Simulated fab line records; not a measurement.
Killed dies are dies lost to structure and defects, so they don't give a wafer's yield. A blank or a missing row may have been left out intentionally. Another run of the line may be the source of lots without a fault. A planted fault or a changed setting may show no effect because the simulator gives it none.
A struck lot beside a sound one + flow n5-finfet + 37 out of 1938 route steps
Sound: these wafers, L872.2, L872.3, L872.5. Struck: wafers L875.3, L875.5. (L875.6 of the same lot was not struck and is left out.) The cause comes at the end.
Each step with rows lists, per side, the tool, then ch with its chambers, then its first start. Under that, the readings that differ: sound wafers + struck wafers + difference of the means + sigmas: that difference in standard deviations of wafers without a fault.
alike: a reading whose means differ by less than 2 such deviations, as well as words and numbers matching on both sides. not compared: withheld readings; readings where some wafer has no value; bounds like >300 that might hide an equal value; numbers whose values overlap and for which the record gives no deviation.
Wherever a step has rows on one side only, a row that says differs or no value, or a row with sigmas, the two part there. Numbers that don't overlap but have no deviation are shown without sigmas and don't part them. A reading missing from all wafers of one side parts the sides only when that side holds two or more wafers.

first, 9 steps without rows for these wafers: N5_BEOL_M4_ANNEAL_95 (time 240 s); N5_BEOL_M4_SPUTTER_96 (material Cu, target thk 4.5 nm, time 8.29 s); N5_BEOL_M4_ECD_50 (material Cu, target thk 300 nm); N5_BEOL_M4_ANNEAL_51 (time 90 s); N5_BEOL_M4_CMP_52 (polishes, stops on SiOC, t overpolish 6.8 s, target thk 40 nm); N5_BEOL_M4_PRE_CLEAN_60 (time 15 s); N5_BEOL_M4_CO_CAP_55 (material Co, precursor CCTBA/H2, target thk 2 nm, time 102.1 s); N5_BEOL_M4_PRE_CLEAN_56 (time 15 s); N5_BEOL_M4_DEP_57 (deposits SiCN from 3MS/NH3, target thk 8 nm, time 14 s).
N5_BEOL_M4_RC_MEAS_101:
  sound on prober-01 ch 0, day 12 06:25; struck on prober-01 ch 0, day 13 00:32
  alike: DIBL_N, DIBL_P, IOFF_N, IOFF_P, ION_N, ION_P, SS_N, SS_P, VT_N, VT_P
N5_BEOL_M5_ILD_DEP_00: deposits SiCOH lowk from DEMS/porogen, target thk 140.64 nm, time 25.9 s.
  sound on pecvd-03 ch 0,1, day 12 07:13; struck on pecvd-03 ch 0,1, day 13 01:11
| reading                                            | sound           | struck    | difference | sigmas |
|----------------------------------------------------|-----------------|-----------|------------|--------|
| model.SiCOH_lowk_of_BEOL_M5_ILD_DEP_00.thk-nm (nm) | 139.2 137 140.8 | 46.6 49.8 | -90.8      |        |
  alike: heater-power-w, showerhead-plenum-p-Torr, throttle-valve-pct
then, 1 step without rows for these wafers: N5_BEOL_M5_CURE_79 (cures SiCOH lowk, time 240 s).
N5_BEOL_M5_THK_MEAS_01:
  sound on film-metro-02, day 12 07:49; struck on film-metro-01, day 13 01:45
| reading         | sound             | struck    | difference | sigmas |
|-----------------|-------------------|-----------|------------|--------|
| M5_ILD_THK (nm) | 119.7 117.8 121.3 | 39.9 42.5 | -78.4      | -49    |
then, 22 steps without rows for these wafers: N5_BEOL_M5_PECVD_70 (deposits SiO2 from TEOS/O2, target thk 16 nm, time 18 s); N5_BEOL_M5_HM_DEP_02 (deposits TiN, target thk 20 nm); N5_BEOL_M5_COAT_59 (time 60 s, resist thk 60 nm); N5_BEOL_M5_COAT_60 (time 60 s, resist thk 12 nm); N5_BEOL_M5_COAT_71 (time 60 s, resist thk 5 nm); N5_BEOL_M5_COAT_05 (resist thk 30 nm); N5_BEOL_M5_EBR_07; N5_BEOL_M5_SOFTBAKE_06 (time 60 s); N5_BEOL_M5_EXPOSE_08 (exposes mask M5, target cd 28 nm); N5_BEOL_M5_PEB_09 (peb time 60 s); N5_BEOL_M5_DEVELOP_10 (develop time 30 s); N5_BEOL_M5_DESCUM_16 (chemistry O2, time 7 s); N5_BEOL_M5_ETCH_72 (etches underlayer in N2/H2, target depth 6.5 nm, time 5.2 s); N5_BEOL_M5_ETCH_61 (etches SiARC in CF4, target depth 15.6 nm, time 26 s); N5_BEOL_M5_ETCH_62 (etches SOC in N2/H2, target depth 75 nm, overetch 15 nm, time 112.5 s); N5_BEOL_M5_STRIP_63 (strips in N2/H2); N5_BEOL_M5_STRIP_73 (strips in N2/H2); N5_BEOL_M5_STRIP_64 (strips in CF4); N5_BEOL_M5_HM_OPEN_17 (chemistry Cl2/BCl3, target TiN, target depth 20 nm, overetch 6 nm); N5_BEOL_M5_STRIP_19 (strips in O2); N5_BEOL_M5_COAT_65 (time 60 s, resist thk 60 nm); N5_BEOL_M5_COAT_66 (time 60 s, resist thk 12 nm).
N5_BEOL_M5_CMP_52: polishes, stops on SiCOH lowk, t overpolish 6.9 s, target thk 62 nm.
  sound on cmp-01 ch 0,1,3, day 12 18:22; struck on cmp-04 ch 1,3, day 13 15:59
| reading                                            | sound             | struck    | difference | sigmas |
|----------------------------------------------------|-------------------|-----------|------------|--------|
| model.SiCOH_lowk_of_BEOL_M5_ILD_DEP_00.thk-nm (nm) | 116.8 114.8 118.2 | 36.8 39.6 | -78.4      |        |
  alike: motor-current-A
  not compared: pad-life-wafers
-- the record jumps here: 4 days lie between the struck wafers' starts before and after (it left off in module BEOL_M5 and takes up again in module PASSIVATION, whose first step shown is number 1936 of the route) --
N5_PASSIVATION_PROBE_49:
  sound on prober-01, day 16 15:39; struck on prober-01, day 17 17:18
| reading                  | sound          | struck    | difference | sigmas      |
|--------------------------|----------------|-----------|------------|-------------|
| defect-limited-yield (%) | 91.3 90.9 93.2 | 0 0       | -92        | -61         |
| killed_at_M4_up          | 14 10 8        | 1083 1085 | +1073      | +99 or more |
| killed-dies              | 103 107 80     | 1180 1180 | +1083      | +60         |
| killed-on-rim            | 15 18 16       | 152 152   | +136       | +33         |
| sort-n-pass              | 1077 1073 1100 | 0 0       | -1083      | -60         |
| sort-yield-pct (%)       | 91.3 90.9 93.2 | 0 0       | -92        | -61         |
  alike: killed_at_M0_to_M3, killed-at-contacts, killed-at-front-end, killed-at-other, killed-open, killed-short, sort_bin_4_leakage, sort_bin_5_function, sort_bin_6_memory

WHERE THEY PART
Earliest at N5_BEOL_M5_THK_MEAS_01; latest, in this record, at N5_PASSIVATION_PROBE_49.

WHY: what the simulator had put in
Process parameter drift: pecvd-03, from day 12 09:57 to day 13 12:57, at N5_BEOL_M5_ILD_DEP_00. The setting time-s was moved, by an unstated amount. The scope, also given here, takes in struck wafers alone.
